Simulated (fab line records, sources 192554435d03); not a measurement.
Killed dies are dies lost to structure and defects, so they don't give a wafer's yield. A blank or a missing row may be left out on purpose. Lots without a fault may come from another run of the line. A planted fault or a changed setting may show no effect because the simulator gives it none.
Chamber matching | flow n5_finfet | N5_BEOL_M5_ETCH_75 on rie_diel-03: 3 sister chambers
The step etches underlayer in N2/H2, target depth 6.5 nm, time 5.2 s. 16 wafers are shown with their chamber, then 6 later ones without.

WAFERS WITH THEIR CHAMBER
wafer  | chamber | drypump_motor_current_A (A) | showerhead_plenum_p_Torr (Torr) | oes_product_au (a.u.)
L078.1 | 3       | 6.5                         | 2.53                            | 0.61
L078.4 | 2       | 5.9                         | 2.41                            | 0.60
L078.6 | 0       | 5.3                         | 2.48                            | 0.78
L079.2 | 3       | 6.5                         | 2.53                            | 0.63
L079.3 | 0       | 5.3                         | 2.48                            | 0.76
L079.4 | 0       | 5.2                         | 2.48                            | 0.77
L082.1 | 0       | 5.2                         | 2.48                            | 0.75
L082.3 | 3       | 6.5                         | 2.52                            | 0.61
L082.6 | 0       | 5.2                         | 2.48                            | 0.76
L086.3 | 3       | 6.5                         | 2.52                            | 0.61
L086.5 | 3       | 6.5                         | 2.52                            | 0.62
L086.6 | 0       | 5.3                         | 2.48                            | 0.74
L091.3 | 3       | 6.5                         | 2.52                            | 0.61
L091.4 | 0       | 5.2                         | 2.47                            | 0.72
L091.6 | 2       | 6.0                         | 2.40                            | 0.58
L092.3 | 3       | 6.5                         | 2.52                            | 0.60

SIGNATURES (means of the wafers above)
reading                  | chamber 0 | chamber 2 | chamber 3 | scatter within a chamber
drypump_motor_current_A  | 5.243     | 5.950     | 6.500     | 0.0413
showerhead_plenum_p_Torr | 2.4786    | 2.4050    | 2.5229    | 0.00463
oes_product_au           | 0.7543    | 0.5900    | 0.6129    | 0.0155
Rule: a wafer's distance from a chamber is the root of the sum, over the readings, of the square of ((its reading less the chamber's mean) divided by the reading's scatter). The wafer belongs to the nearest chamber; if the next one is less than 2 further off, it can't be placed. The scatter: the root of (the sum of the squares of (reading less its chamber's mean) over the shown wafers, divided by (wafers less chambers)).

WAFERS WITHOUT THEIR CHAMBER
wafer  | drypump_motor_current_A (A) | showerhead_plenum_p_Torr (Torr) | oes_product_au (a.u.)
L092.5 | 6.5                         | 2.52                            | 0.60
L093.1 | 5.2                         | 2.47                            | 0.72
L093.3 | 6.5                         | 2.51                            | 0.60
L093.6 | 5.3                         | 2.47                            | 0.72
L097.2 | 6.5                         | 2.51                            | 0.59
L097.6 | 5.9                         | 2.72                            | 0.81

WHICH CHAMBER EACH WENT THROUGH
wafer  | from the rows above | in truth
L092.5 | 3                   | 3
L093.1 | 0                   | 0
L093.3 | 3                   | 3
L093.6 | 0                   | 0
L097.2 | 3                   | 3
L097.6 | 3                   | 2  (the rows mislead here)
Placed correctly: 5 of 6. Can't be placed from these rows: 0. Placed wrongly: 1.
